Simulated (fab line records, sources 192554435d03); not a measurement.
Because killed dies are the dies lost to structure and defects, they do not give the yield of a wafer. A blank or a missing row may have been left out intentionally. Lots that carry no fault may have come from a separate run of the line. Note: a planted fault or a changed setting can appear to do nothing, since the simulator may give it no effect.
What tool caused it? ; flow n5-finfet ; Sampling: 15 lots, 43 wafers, 7 of 1938 route steps

== WHAT EACH GAUGE READ, for each wafer ==
N5_FIN_SAQP_THK_MEAS_05. Usual: 37.9 nm for thk-nm, sd 0.45.
lot;measured;on;thk-nm (nm);flag
L528;day 1 21:38;film-metro-02;38.2 37.5 38.2;
L531;day 2 15:13;film-metro-01;37.5 38.0 37.8;
L532;day 2 21:10;film-metro-01;37.9 37.2 37.0;
L533;day 3 05:24;film-metro-01;37.4 38.0 38.1;
L534;day 3 09:58;film-metro-02;37.3 38.1 38.1;
L535;day 3 15:43;film-metro-01;37.8 37.6 38.1;
L536;day 3 21:57;film-metro-01;37.1 37.5 37.5;
L537;day 4 03:28;film-metro-02;38.0 37.6 38.5;
L538;day 4 10:34;film-metro-02;37.5 38.3 38.3;
L539;day 4 16:14;film-metro-02;36.8 37.3 38.0;
L544;day 5 22:35;film-metro-01;25.8 37.3 38.6;OFF
L545;day 6 03:52;film-metro-02;25.5 37.8;OFF
L546;day 6 13:02;film-metro-01;25.7 37.4;OFF
L549;day 7 03:14;film-metro-01;38.3 38.7 38.7;
L550;day 7 09:56;film-metro-02;37.2 38.1 37.9;

N5_FIN_SAQP_OVL_MEAS_17. Usual: FIN_CORE_OVL typically reads 0.0 nm, with standard deviation 0.91.
lot;measured;on;FIN_CORE_OVL (nm);flag
L528;day 1 22:22;overlay-01;-1.9 0.1 0.1;
L531;day 2 15:49;overlay-02;-0.1 0.8 -0.1;
L532;day 2 21:46;overlay-01;-0.3 -0.4 0.6;
L533;day 3 06:05;overlay-02;0.6 0.6 0.4;
L534;day 3 10:42;overlay-02;-1.6 0.0 -0.8;
L535;day 3 16:25;overlay-01;0.4 0.7 1.2;
L536;day 3 22:41;overlay-02;-0.8 -1.1 -0.2;
L537;day 4 04:12;overlay-01;0.6 -0.1 0.5;
L538;day 4 11:18;overlay-02;-0.2 0.2 -0.4;
L539;day 4 16:58;overlay-01;-1.5 -0.6 -0.9;
L544;day 5 23:19;overlay-02;-0.1 -0.6 0.7;
L545;day 6 04:28;overlay-01;1.2 1.3;
L546;day 6 13:46;overlay-02;-0.5 -0.8;
L549;day 7 03:58;overlay-02;0.3 -1.2 0.1;
L550;day 7 10:40;overlay-01;-0.9 0.2 -0.7;

N5_BEOL_M4_RC_MEAS_101. Usual: DIBL_N 36.4 mV/V, standard deviation 1.5; DIBL_P 36.6 mV/V, standard deviation 1.9; IOFF_N 0.155 nA/um, standard deviation 0.021; IOFF_P 0.211 nA/um, standard deviation 0.028; ION_N 671 uA/um, standard deviation 8.6; ION_P 462 uA/um, standard deviation 5.8; SS_N 71.5 mV/dec, standard deviation 0.5; SS_P 73.4 mV/dec, standard deviation 0.58; VT_N 250.1 mV, standard deviation 2.4; VT_P -250.1 mV, standard deviation 3.
lot;measured;on;DIBL_N (mV/V);DIBL_P (mV/V);IOFF_N (nA/um);IOFF_P (nA/um);ION_N (uA/um);ION_P (uA/um);SS_N (mV/dec);SS_P (mV/dec);VT_N (mV);VT_P (mV);flag
L528;day 7 23:52;prober-02;35.7 35.3 35.8;35.0 35.4 34.5;0.134 0.138 0.142;0.193 0.200 0.189;674 667 685;457 464 461;71.2 71.4 71.5;72.5 72.0 72.8;250.6 248.9 250.2;-250.8 -251.9 -252.8;
L531;day 8 18:28;prober-01;37.2 38.2 34.9;39.2 39.4 36.1;0.161 0.176 0.127;0.217 0.220 0.173;673 674 660;462 460 453;71.3 72.0 71.1;73.6 73.9 72.8;252.4 250.6 256.3;-251.4 -250.6 -252.3;
L532;day 8 18:59;prober-02;35.9 34.8 36.2;35.7 34.6 35.7;0.146 0.130 0.145;0.173 0.158 0.171;668 665 664;450 448 456;71.1 70.9 70.9;73.6 73.4 73.4;250.3 251.9 248.6;-254.6 -256.9 -255.1;
L533;day 8 22:37;prober-01;34.9 34.0 33.9;34.8 33.9 33.5;0.137 0.129 0.126;0.224 0.204 0.202;657 661 660;464 463 466;70.6 70.9 71.0;72.8 72.6 72.7;254.1 256.0 249.6;-246.3 -251.0 -251.1;
L534;day 9 15:51;prober-02;36.5 34.8 36.1;36.7 33.9 36.1;0.155 0.126 0.144;0.208 0.179 0.205;673 664 669;460 459 462;71.6 71.2 71.3;73.4 72.0 73.7;250.9 250.4 252.1;-250.0 -253.1 -252.4;
L535;day 9 16:14;prober-01;37.1 36.5 36.7;38.8 37.6 38.3;0.171 0.168 0.163;0.237 0.222 0.237;675 674 675;466 463 464;72.0 71.3 71.5;73.4 73.5 73.5;248.3 247.9 249.0;-246.5 -247.4 -246.5;
L536;day 9 22:48;prober-01;35.8 37.2 34.7;36.1 38.0 35.6;0.159 0.187 0.134;0.205 0.236 0.195;677 683 658;461 462 456;71.3 71.7 70.5;73.3 73.5 73.3;249.3 245.6 251.4;-251.5 -248.7 -252.2;
L537;day 10 08:18;prober-02;37.3 36.9 38.4;36.8 34.5 37.2;0.157 0.142 0.170;0.208 0.175 0.222;676 670 679;460 454 466;71.5 71.5 71.0;73.1 72.3 73.1;250.6 249.8 250.6;-246.9 -251.8 -248.8;
L538;day 10 14:41;prober-02;35.1 34.4 33.7;37.2 36.2 35.3;0.155 0.144 0.133;0.237 0.221 0.204;672 669 662;468 458 461;71.5 71.2 71.7;73.1 73.0 72.8;249.5 250.6 252.6;-246.7 -246.5 -252.6;
L539;day 10 21:17;prober-02;38.7 37.9 35.8;38.5 37.2 34.8;0.179 0.162 0.128;0.225 0.197 0.170;667 675 660;459 458 449;71.6 72.3 71.3;74.1 73.1 73.0;249.6 250.2 255.4;-251.0 -252.6 -253.6;
L544;day 12 09:46;prober-01;39.1 37.2 38.2;39.2 37.2 38.3;0.190 0.149 0.169;0.275 0.240 0.260;679 665 671;467 462 471;72.3 71.5 71.9;74.1 73.4 73.4;246.8 249.9 249.4;-247.9 -250.2 -246.3;
L545;day 12 04:40;prober-01;38.7 37.6;39.2 37.9;0.199 0.167;0.250 0.225;683 669;461 466;72.7 71.7;74.1 73.4;246.7 250.1;-248.2 -247.8;
L546;day 12 13:58;prober-02;37.4 35.9;39.8 38.0;0.206 0.169;0.256 0.232;680 677;468 467;71.8 71.0;73.8 73.0;246.9 249.7;-246.8 -247.9;
L549;day 13 15:49;prober-01;39.8 39.0 38.5;41.7 41.0 39.3;0.233 0.208 0.171;0.282 0.272 0.232;702 686 672;480 467 463;72.2 72.0 71.9;74.6 74.7 73.8;243.9 247.7 251.6;-246.3 -247.1 -249.3;
L550;day 13 09:25;prober-01;32.6 34.9 34.2;33.7 35.5 34.8;0.128 0.152 0.143;0.168 0.209 0.188;670 677 679;469 471 467;71.4 71.3 71.7;72.8 73.7 73.1;252.5 249.9 251.6;-250.6 -246.6 -253.1;

== EACH LOT AND THE TOOL THAT RAN IT (in order: tool; ch and the chambers of the sampled wafers; start) ==
lot;N5_WELL_APT_EPI_41;N5_FIN_SAQP_HM_DEP_03;N5_FIN_SAQP_PECVD_47;N5_FIN_SAQP_HM_OPEN_33
L528;epi-rpcvd-04 ch 0, day 1 16:15;pecvd-04 ch 0,1,2, day 1 21:33;pecvd-02 ch 0,1,2, day 1 21:40;rie-diel-04 ch 0,1,3, day 2 02:19
L531;epi-rpcvd-04 ch 0, day 2 10:09;pecvd-01 ch 0,2, day 2 15:08;pecvd-04 ch 0,2, day 2 15:15;rie-diel-04 ch 0,2,3, day 2 20:20
L532;epi-rpcvd-03 ch 0, day 2 15:55;pecvd-04 ch 0,1,2, day 2 21:04;pecvd-02 ch 0,1,2, day 2 21:11;rie-diel-01 ch 0,1,2, day 3 03:01
L533;epi-rpcvd-02 ch 0, day 2 22:53;pecvd-02 ch 0,2, day 3 05:17;pecvd-02 ch 0,2, day 3 05:26;rie-diel-01 ch 0,1,2, day 3 10:26
L534;epi-rpcvd-02 ch 0, day 3 04:52;pecvd-02 ch 0,2, day 3 09:53;pecvd-01 ch 0,1,2, day 3 10:01;rie-diel-04 ch 0,2,3, day 3 14:27
L535;epi-rpcvd-03 ch 0, day 3 10:17;pecvd-01 ch 0,2, day 3 15:36;pecvd-01 ch 0,2, day 3 15:45;rie-diel-04 ch 0,3, day 3 20:16
L536;epi-rpcvd-03 ch 0, day 3 16:47;pecvd-04 ch 0,1,2, day 3 21:52;pecvd-04 ch 1,2, day 3 21:59;rie-diel-01 ch 1,2, day 4 03:18
L537;epi-rpcvd-04 ch 0, day 3 22:04;pecvd-01 ch 0,2, day 4 03:23;pecvd-02 ch 0,2, day 4 03:30;rie-diel-01 ch 0,1, day 4 08:14
L538;epi-rpcvd-02 ch 0, day 4 04:36;pecvd-01 ch 0, day 4 10:27;pecvd-04 ch 0,1,2, day 4 10:36;rie-diel-06 ch 0,3, day 4 15:25
L539;epi-rpcvd-04 ch 0, day 4 10:43;pecvd-01 ch 0,2, day 4 16:09;pecvd-04 ch 0,2, day 4 16:16;rie-diel-06 ch 0,2, day 4 22:16
L544;epi-rpcvd-02 ch 0, day 5 16:57;pecvd-01 ch 0,1,2, day 5 22:30;pecvd-04 ch 0,1,2, day 5 22:38;rie-diel-01 ch 1,3, day 6 03:40
L545;epi-rpcvd-04 ch 0, day 5 22:20;pecvd-01 ch 1,2, day 6 03:47;pecvd-04 ch 0,1, day 6 03:54;rie-diel-01 ch 1,2, day 6 08:37
L546;epi-rpcvd-04 ch 0, day 6 06:15;pecvd-01 ch 0,1, day 6 12:57;pecvd-04 ch 1,2, day 6 13:04;rie-diel-04 ch 0,1, day 6 18:05
L549;epi-rpcvd-03 ch 0, day 6 22:16;pecvd-04 ch 1,2, day 7 03:10;pecvd-02 ch 0,2, day 7 03:17;rie-diel-06 ch 0,3, day 7 08:58
L550;epi-rpcvd-02 ch 0, day 7 04:23;pecvd-02 ch 0,1, day 7 09:50;pecvd-02 ch 0,1, day 7 09:59;rie-diel-01 ch 0,3, day 7 14:47
- N5_WELL_APT_EPI_41: deposits Si from SiH4/H2, target thk 50 nm, time 297.7 s.
- N5_FIN_SAQP_HM_DEP_03: deposits SiNx from SiH4/NH3/N2, target thk 38 nm, time 33.6 s.
- N5_FIN_SAQP_PECVD_47: deposits a-Si from SiH4/He, target thk 45 nm, time 36.3 s.
- N5_FIN_SAQP_HM_OPEN_33: chemistry CH3F/O2, target SiNx, target depth 49.4 nm, time 70.6 s.

== AS READ BY THE TOOLS THEMSELVES (means over the sampled wafers that have a number; for cases with no such wafer, the mark the record gives instead) ==
N5_WELL_APT_EPI_41. Usual: 10.99 % for throttle-valve-pct, sd 0.21.
lot;tool;throttle-valve-pct (%);flag
L528;epi-rpcvd-04;10.90;
L531;epi-rpcvd-04;10.80;
L532;epi-rpcvd-03;11.31;
L533;epi-rpcvd-02;10.82;
L534;epi-rpcvd-02;10.96;
L535;epi-rpcvd-03;11.29;
L536;epi-rpcvd-03;11.23;
L537;epi-rpcvd-04;10.88;
L538;epi-rpcvd-02;10.98;
L539;epi-rpcvd-04;10.83;
L544;epi-rpcvd-02;10.97;
L545;epi-rpcvd-04;10.60;
L546;epi-rpcvd-04;10.88;
L549;epi-rpcvd-03;11.31;
L550;epi-rpcvd-02;11.01;

N5_FIN_SAQP_HM_DEP_03. Usual: heater-power-w 771 W, standard deviation 99; showerhead-plenum-p-Torr 5.17 Torr, standard deviation 0.05; throttle-valve-pct 39.7 %, standard deviation 1.8.
lot;tool;heater-power-w (W);showerhead-plenum-p-Torr (Torr);throttle-valve-pct (%);flag
L528;pecvd-04;786;5.16;38.4;
L531;pecvd-01;727;5.19;38.5;
L532;pecvd-04;804;5.17;38.5;
L533;pecvd-02;832;5.08;41.6;
L534;pecvd-02;895;5.09;41.6;
L535;pecvd-01;682;5.20;38.4;
L536;pecvd-04;792;5.17;38.5;
L537;pecvd-01;769;5.20;38.4;
L538;pecvd-01;669;5.18;38.9;
L539;pecvd-01;759;5.20;38.5;
L544;pecvd-01;732;5.20;39.0;
L545;pecvd-01;727;5.21;38.9;
L546;pecvd-01;634;5.21;39.4;
L549;pecvd-04;871;5.16;40.1;
L550;pecvd-02;773;5.15;42.4;

N5_FIN_SAQP_PECVD_47. Usual: heater-power-w 859 W, standard deviation 130; showerhead-plenum-p-Torr 5.68 Torr, standard deviation 0.037; throttle-valve-pct 18.2 %, standard deviation 1.
lot;tool;heater-power-w (W);showerhead-plenum-p-Torr (Torr);throttle-valve-pct (%);flag
L528;pecvd-02;940;5.64;19.1;
L531;pecvd-04;708;5.67;16.8;
L532;pecvd-02;873;5.64;19.2;
L533;pecvd-02;992;5.63;19.0;
L534;pecvd-01;831;5.71;17.7;
L535;pecvd-01;876;5.72;17.3;
L536;pecvd-04;802;5.66;17.2;
L537;pecvd-02;845;5.63;18.9;
L538;pecvd-04;867;5.69;17.5;
L539;pecvd-04;742;5.70;17.3;
L544;pecvd-04;839;5.69;17.7;
L545;pecvd-04;906;5.71;18.1;
L546;pecvd-04;846;5.68;17.8;
L549;pecvd-02;826;5.63;19.0;
L550;pecvd-02;883;5.67;19.4;

N5_FIN_SAQP_HM_OPEN_33. Usual: value, then standard deviation, for each; drypump-motor-current-A 5.6 A / 0.46; etch-rf-on-time-s 69.3 s / 1.3; oes_o_777_au 0.76 a.u. / 0.079; oes-product-au 0.65 a.u. / 0.072; rf-vpp-V 295.4 V / 2.2; showerhead-plenum-p-Torr 2.00 Torr / 0.056; throttle-valve-pct 16.40 % / 0.26.
lot;tool;drypump-motor-current-A (A);etch-rf-on-time-s (s);oes_o_777_au (a.u.);oes-product-au (a.u.);rf-vpp-V (V);showerhead-plenum-p-Torr (Torr);throttle-valve-pct (%);flag
L528;rie-diel-04;5.6;69.2;0.76;0.65;296.8;1.97;16.32;
L531;rie-diel-04;5.9;68.5;0.75;0.64;295.3;1.94;16.47;
L532;rie-diel-01;5.3;69.2;0.72;0.61;294.9;2.02;16.47;
L533;rie-diel-01;5.2;70.2;0.72;0.62;296.0;2.02;16.48;
L534;rie-diel-04;5.9;69.4;0.75;0.63;294.7;1.94;16.48;
L535;rie-diel-04;5.6;69.1;0.77;0.64;296.9;1.94;16.28;
L536;rie-diel-01;5.1;68.6;0.71;0.61;294.4;1.98;16.35;
L537;rie-diel-01;5.0;70.6;0.69;0.59;293.5;2.00;16.58;
L538;rie-diel-06;6.4;70.4;0.78;0.66;296.5;2.08;16.38;
L539;rie-diel-06;5.4;68.0;0.74;0.63;295.7;2.02;16.54;
L544;rie-diel-01;5.2;62.6;0.98;0.84;293.2;1.99;16.02;OFF
L545;rie-diel-01;5.2;56.7;0.85;0.73;295.4;1.99;16.11;OFF
L546;rie-diel-04;5.6;57.8;0.71;0.60;295.8;1.98;16.55;OFF
L549;rie-diel-06;5.9;70.5;0.76;0.65;297.2;2.08;16.44;
L550;rie-diel-01;5.7;67.6;0.93;0.80;294.5;2.04;16.26;

== THE ANSWER, worked out from the rows above alone ==
Rule: lot off if the mean of its wafers having a number is beyond 3 standard deviations from the usual mean. Also off: a lot with no number at a reading for which 4 or more lots have one. Where the step has rows for the other lots, those lots are counted as sound. After the gauges, taken in route order, come the tools' own readings; for these a lot's mean is taken, as printed above. The first step at which some lot is off is used, and at that step the reading that is off furthest; a lot without a number counts as furthest.
Off, at N5_FIN_SAQP_THK_MEAS_05 on thk-nm: L544, L545, L546.
If a tool, at a process step before that reading, ran all the lots that are off and no sound lot after the first of them, it fits. Not tried: the gauges at N5_FIN_SAQP_THK_MEAS_05; whatever is off there is also off at N5_FIN_SAQP_HM_OPEN_33, on other tools, and gauge error can't account for it. One fits: pecvd-01 at N5_FIN_SAQP_HM_DEP_03. Its last sound lot is L539 (day 4 16:09), its first lot that is off L544 (day 5 22:30): a fault that began between those two fits.

== WHAT HAD BEEN PUT IN BY THE SIMULATOR ==
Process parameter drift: pecvd-01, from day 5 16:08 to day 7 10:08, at N5_FIN_SAQP_HM_DEP_03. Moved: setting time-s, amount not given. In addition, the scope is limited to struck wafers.
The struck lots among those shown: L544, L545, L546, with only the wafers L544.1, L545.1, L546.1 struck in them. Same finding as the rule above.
